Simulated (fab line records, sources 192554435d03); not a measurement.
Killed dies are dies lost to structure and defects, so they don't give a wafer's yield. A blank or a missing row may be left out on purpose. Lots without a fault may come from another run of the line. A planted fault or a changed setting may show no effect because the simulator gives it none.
Which tool did it? | flow n5_finfet | 14 lots, 42 wafers sampled, at 4 steps of a route of 1938

WHAT THE GAUGES READ, wafer by wafer
N5_BEOL_M9_THK_MEAS_53: measures by xrf. Usual: M9_THK 142 nm, standard deviation 3.
lot  | measured     | on            | M9_THK (nm) | flag
L214 | day 9 14:28  | film_metro-01 | 142 140 143 |
L213 | day 9 14:55  | film_metro-02 | 146 144 144 |
L217 | day 10 14:53 | film_metro-02 | 143 144 144 |
L219 | day 11 05:23 | film_metro-01 | 147 146 147 |
L220 | day 11 13:28 | film_metro-01 | 144 145 141 |
L225 | day 12 22:32 | film_metro-02 | 145 142 145 |
L226 | day 13 03:48 | film_metro-02 | 143 141 146 |
L228 | day 14 02:11 | film_metro-02 | 144 140 143 |
L232 | day 14 19:13 | film_metro-02 | 142 143 144 |
L231 | day 15 06:58 | film_metro-01 | 142 142 143 |
L233 | day 15 11:28 | film_metro-02 | 145 145 144 |
L234 | day 15 23:36 | film_metro-01 | 145 144 145 |
L235 | day 16 04:43 | film_metro-01 | 137 137 138 |
L236 | day 16 19:55 | film_metro-02 | 145 146 140 |

N5_BEOL_M10_CD_MEAS_11: target cd 64.1 nm. Usual: cd_nm 63.8 nm, standard deviation 0.69.
lot  | measured     | on        | cd_nm (nm)     | flag
L214 | day 9 16:54  | cd_sem-03 | 64.3 65.0 64.5 |
L213 | day 9 17:05  | cd_sem-03 | 63.2 63.4 63.3 |
L217 | day 10 18:49 | cd_sem-02 | 63.8 64.2 64.8 |
L219 | day 11 08:02 | cd_sem-01 | 63.1 63.1 62.7 |
L220 | day 11 16:30 | cd_sem-02 | 63.5 64.1 64.2 |
L225 | day 13 01:52 | cd_sem-02 | 63.3 63.6 63.4 |
L226 | day 13 05:22 | cd_sem-02 | - - -          | OFF
L228 | day 14 06:05 | cd_sem-03 | - - -          | OFF
L232 | day 14 21:23 | cd_sem-02 | 65.1 64.3 64.3 |
L231 | day 15 09:26 | cd_sem-03 | 63.3 62.8 63.6 |
L233 | day 15 13:33 | cd_sem-01 | 64.4 63.8 63.5 |
L234 | day 16 02:04 | cd_sem-01 | 64.0 64.0 63.1 |
L235 | day 16 08:31 | cd_sem-01 | 65.2 63.7 62.6 |
L236 | day 16 21:26 | cd_sem-01 | 63.6 64.9 63.6 |

WHICH TOOL RAN EACH LOT (tool, then ch and the chambers of the sampled wafers, then the start)
lot  | N5_BEOL_M9_DEP_56               | N5_BEOL_M10_DEVELOP_10
L214 | pecvd-04 ch 2, day 9 14:32      | litho_track-05 ch 0, day 9 16:50
L213 | pecvd-02 ch 0,1, day 9 15:01    | litho_track-02 ch 0, day 9 17:01
L217 | pecvd-04 ch 0,2, day 10 14:57   | litho_track-05 ch 0, day 10 18:46
L219 | pecvd-04 ch 0,2, day 11 05:27   | litho_track-02 ch 0, day 11 07:58
L220 | pecvd-02 ch 1,2, day 11 13:31   | litho_track-01 ch 0, day 11 16:26
L225 | pecvd-03 ch 0,1, day 12 22:35   | litho_track-01 ch 0, day 13 01:48
L226 | pecvd-03 ch 1,2, day 13 03:52   | litho_track-02, day 13 05:18
L228 | pecvd-02 ch 0,2, day 14 02:15   | litho_track-02, day 14 06:02
L232 | pecvd-02 ch 0,1,2, day 14 19:17 | litho_track-01 ch 0, day 14 21:19
L231 | pecvd-04 ch 0,1, day 15 07:02   | litho_track-02 ch 0, day 15 09:22
L233 | pecvd-04 ch 0,1,2, day 15 11:32 | litho_track-05 ch 0, day 15 13:29
L234 | pecvd-03 ch 1,2, day 15 23:40   | litho_track-05 ch 0, day 16 02:01
L235 | pecvd-04 ch 0,1,2, day 16 04:46 | litho_track-01 ch 0, day 16 08:28
L236 | pecvd-02 ch 1,2, day 16 19:58   | litho_track-05 ch 0, day 16 21:22
- N5_BEOL_M9_DEP_56: deposits SiCN from 3MS/NH3, target thk 15 nm, time 26.5 s.
- N5_BEOL_M10_DEVELOP_10: develop time 30 s.

WHAT THE TOOLS THEMSELVES READ (means of the sampled wafers that have a number; where no wafer has one, the mark that the record gives instead)
N5_BEOL_M9_DEP_56. Usual: showerhead_plenum_p_Torr 3.666 Torr, standard deviation 0.0096; throttle_valve_pct 9.1 %, standard deviation 0.63.
lot  | tool     | showerhead_plenum_p_Torr (Torr) | throttle_valve_pct (%) | flag
L214 | pecvd-04 | 3.659                           | 8.6                    |
L213 | pecvd-02 | 3.669                           | 8.9                    |
L217 | pecvd-04 | 3.659                           | 9.7                    |
L219 | pecvd-04 | 3.653                           | 9.8                    |
L220 | pecvd-02 | 3.670                           | 8.5                    |
L225 | pecvd-03 | 3.676                           | 9.2                    |
L226 | pecvd-03 | 3.670                           | 8.8                    |
L228 | pecvd-02 | 3.673                           | 8.6                    |
L232 | pecvd-02 | 3.670                           | 8.9                    |
L231 | pecvd-04 | 3.660                           | 9.4                    |
L233 | pecvd-04 | 3.659                           | 9.3                    |
L234 | pecvd-03 | 3.673                           | 8.9                    |
L235 | pecvd-04 | 3.658                           | 9.1                    |
L236 | pecvd-02 | 3.659                           | 8.8                    |

N5_BEOL_M10_DEVELOP_10. Usual: chill_plate_temp_C 23.01 C, standard deviation 0.11.
lot  | tool           | chill_plate_temp_C (C) | flag
L214 | litho_track-05 | 23.02                  |
L213 | litho_track-02 | 22.99                  |
L217 | litho_track-05 | 22.98                  |
L219 | litho_track-02 | 22.95                  |
L220 | litho_track-01 | 23.07                  |
L225 | litho_track-01 | 23.06                  |
L226 | litho_track-02 | -                      | OFF
L228 | litho_track-02 | -                      | OFF
L232 | litho_track-01 | 23.12                  |
L231 | litho_track-02 | 22.98                  |
L233 | litho_track-05 | 22.98                  |
L234 | litho_track-05 | 23.01                  |
L235 | litho_track-01 | 22.93                  |
L236 | litho_track-05 | 22.92                  |

THE ANSWER, worked out from the rows above alone
Rule: a lot is off if the mean of its wafers that have a number lies more than 3 standard deviations from the usual mean. A lot without any number at a reading at which 4 lots or more have one is off too. The other lots that the step has rows for count as sound. The gauges are gone through in route order, then the tools' own readings, and for those a lot's mean is taken as printed above. The first step at which some lot is off is used, and at that step the reading that is off furthest; a lot without a number counts as furthest.
Off: L226, L228, at N5_BEOL_M10_CD_MEAS_11 (cd_nm). Without a number there: L226, L228.
A tool fits if, at a process step before that reading, it ran every lot that is off, and no sound lot after the first of them. The gauges at N5_BEOL_M10_CD_MEAS_11 aren't tried: what is off there is off at N5_BEOL_M10_DEVELOP_10 too, on other tools, and a gauge's error can't cause that. None of those tried fits.

WHAT THE SIMULATOR HAD PUT IN
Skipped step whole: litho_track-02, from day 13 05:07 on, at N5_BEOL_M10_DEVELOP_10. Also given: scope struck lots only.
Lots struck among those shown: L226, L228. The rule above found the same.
